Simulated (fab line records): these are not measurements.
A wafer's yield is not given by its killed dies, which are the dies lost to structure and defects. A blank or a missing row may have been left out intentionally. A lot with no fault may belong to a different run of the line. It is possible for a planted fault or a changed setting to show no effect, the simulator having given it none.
A lot that was struck, set against a sound lot :: flow n5_finfet :: 25 steps out of a route of 1938
Sound: the wafers L533.1, L533.5, L533.6. Struck: wafers L540.2, L540.3, L540.5. The cause is named last.
Order at every step that has rows: each side's tool, ch and its chambers, its first start. Under that, the readings that differ: sound wafers :: struck wafers :: difference of the means :: sigmas: that difference in standard deviations of wafers without a fault.
alike: a reading whose means differ by less than 2 such deviations, as well as words and numbers matching on both sides. not compared: withheld readings; readings where some wafer has no value; bounds like >300 that might hide an equal value; numbers whose values overlap and for which the record gives no deviation.
A row with sigmas, a row that says differs or no value, or rows on one side alone: a step with any of these is where the two part. Non-overlapping numbers with no deviation appear without sigmas and do not part them. A reading that every wafer of one side lacks parts them only if that side has two wafers or more.

N5_BEOL_M5_CO_CAP_78: material Co, precursor CCTBA/H2, target thk 2 nm, time 102.1 s.
  sound on cvd_co-02 ch 0,1, day 10 04:05; struck on cvd_co-02 ch 0,1,2, day 12 00:48
  alike: heater_power_w
then, 1 step without rows for these wafers: N5_BEOL_M5_PRE_CLEAN_55 (time 15 s).
N5_BEOL_M5_DEP_56: deposits SiCN from 3MS/NH3, target thk 8 nm, time 14 s.
  sound on pecvd-04 ch 0,2, day 10 04:12; struck on pecvd-04 ch 1,2, day 12 00:55
  alike: showerhead_plenum_p_Torr, throttle_valve_pct
N5_BEOL_M5_RS_MEAS_57: measures by four-point-probe.
  struck on film_metro-01, day 12 00:59; sound on film_metro-01, day 10 04:16
  alike: M5_RS
N5_BEOL_M5_INSPECT_58: inspects for defects (darkfield).
  struck on defect_inspect-02, day 12 01:01; sound on defect_inspect-01, day 10 04:18
  alike: raw_defect_count
N5_BEOL_M6_ILD_DEP_00: deposits SiCOH lowk from DEMS/porogen, target thk 179.75 nm, time 33.4 s.
  sound on pecvd-03 ch 0,1, day 10 04:20; struck on pecvd-01 ch 1,2, day 12 01:03
reading: showerhead_plenum_p_Torr (Torr)
sound: 5.752 5.762 5.736
struck: 5.704 5.719 5.709
difference: -0.039
sigmas: -2
  alike: heater_power_w, throttle_valve_pct
then, 1 step without rows for these wafers: N5_BEOL_M6_CURE_74 (cures SiCOH lowk, time 240 s).
N5_BEOL_M6_THK_MEAS_01:
  struck on film_metro-02, day 12 01:37; sound on film_metro-01, day 10 04:55
  alike: M6_ILD_THK
N5_BEOL_M6_PECVD_70: deposits SiO2 from TEOS/O2, target thk 20 nm, time 22.7 s.
  sound on pecvd-01 ch 0,1, day 10 04:57; struck on pecvd-01 ch 0,2, day 12 01:40
reading: heater_power_w (W)
sound: 713 711 661
struck: 916 734 931
difference: +165
sigmas: +2
  alike: showerhead_plenum_p_Torr, throttle_valve_pct
then, 3 steps without rows for these wafers: N5_BEOL_M6_HM_DEP_02 (deposits TiN, target thk 20 nm); N5_BEOL_M6_COAT_59 (time 60 s, resist thk 100 nm); N5_BEOL_M6_COAT_60 (time 60 s, resist thk 35 nm).
N5_BEOL_M6_COAT_05: resist thk 90 nm.
  sound on litho_track-01 ch 0, day 10 07:00; struck on litho_track-02 ch 0, day 12 02:43
reading: spin_speed_rpm (rpm)
sound: 1501.0 1500.9 1499.9
struck: 1457.7 1459.4 1457.0
difference: -42.6
sigmas: -43

reading: model.CAR-ArF_of_BEOL_M6_COAT_05.thk_nm (nm)
sound: 90 90.2 89.6
struck: 91.8 92 91.8
difference: +1.9
sigmas: 
  alike: dispense_pressure_kPa
then, 5 steps without rows for these wafers: N5_BEOL_M6_EBR_07; N5_BEOL_M6_SOFTBAKE_06 (time 60 s); N5_BEOL_M6_EXPOSE_08 (exposes mask M6); N5_BEOL_M6_PEB_09 (peb time 60 s); N5_BEOL_M6_DEVELOP_10 (develop time 30 s).
N5_BEOL_M6_CD_MEAS_11: the cd target is 38.5 nm.
  sound on cd_sem-02 ch 0, day 10 07:22; struck on cd_sem-02 ch 0, day 12 03:05
  alike: cd_nm
N5_BEOL_M6_OVL_MEAS_12:
  sound on overlay-01 ch 0, day 10 07:23; struck on overlay-02 ch 0, day 12 03:07
  alike: M6_OVL
N5_BEOL_M6_INSPECT_13: inspects for defects (brightfield).
  struck on defect_inspect-02, day 12 03:08; sound on defect_inspect-01, day 10 07:25
  alike: raw_defect_count
then, 1 step without rows for these wafers: N5_BEOL_M6_DESCUM_16 (chemistry O2, time 7.9 s).
N5_BEOL_M6_ETCH_61: etches SiARC in CF4, target depth 45.5 nm, time 75.8 s.
  sound on rie_diel-06 ch 0,1, day 10 07:29; struck on rie_diel-06 ch 1,2, day 12 03:26
reading: model.CAR-ArF_of_BEOL_M6_COAT_05.thk_nm (nm)
sound: 50.6 51 50.2
struck: 52.6 52.6 52.4
difference: +1.9
sigmas: 
  alike: drypump_motor_current_A, etch_rf_on_time_s, oes_product_au, rf_vpp_V, showerhead_plenum_p_Torr, throttle_valve_pct
  not compared: rf_hours_counter_h
N5_BEOL_M6_ETCH_62: etches SOC in N2/H2, target depth 110 nm, overetch 22 nm, time 165 s.
  sound on rie_diel-06 ch 0,1, day 10 07:32; struck on rie_diel-06 ch 1,2, day 12 03:29
  alike: drypump_motor_current_A, oes_product_au, rf_vpp_V, showerhead_plenum_p_Torr, throttle_valve_pct
  not compared: rf_hours_counter_h
-- record jumps: 4 days separate the struck wafers' starts on either side; left off in module BEOL_M6, taken up again in module PASSIVATION, whose first shown step is the route's number 1936 --
N5_PASSIVATION_PROBE_49:
  only the struck wafers here have rows in the record (prober-01, day 16 04:27); the sound ones have none

== WHERE THEY PART ==
Earliest at N5_BEOL_M6_ILD_DEP_00; latest, in this record, at N5_PASSIVATION_PROBE_49.

WHY: whatever the simulator had introduced
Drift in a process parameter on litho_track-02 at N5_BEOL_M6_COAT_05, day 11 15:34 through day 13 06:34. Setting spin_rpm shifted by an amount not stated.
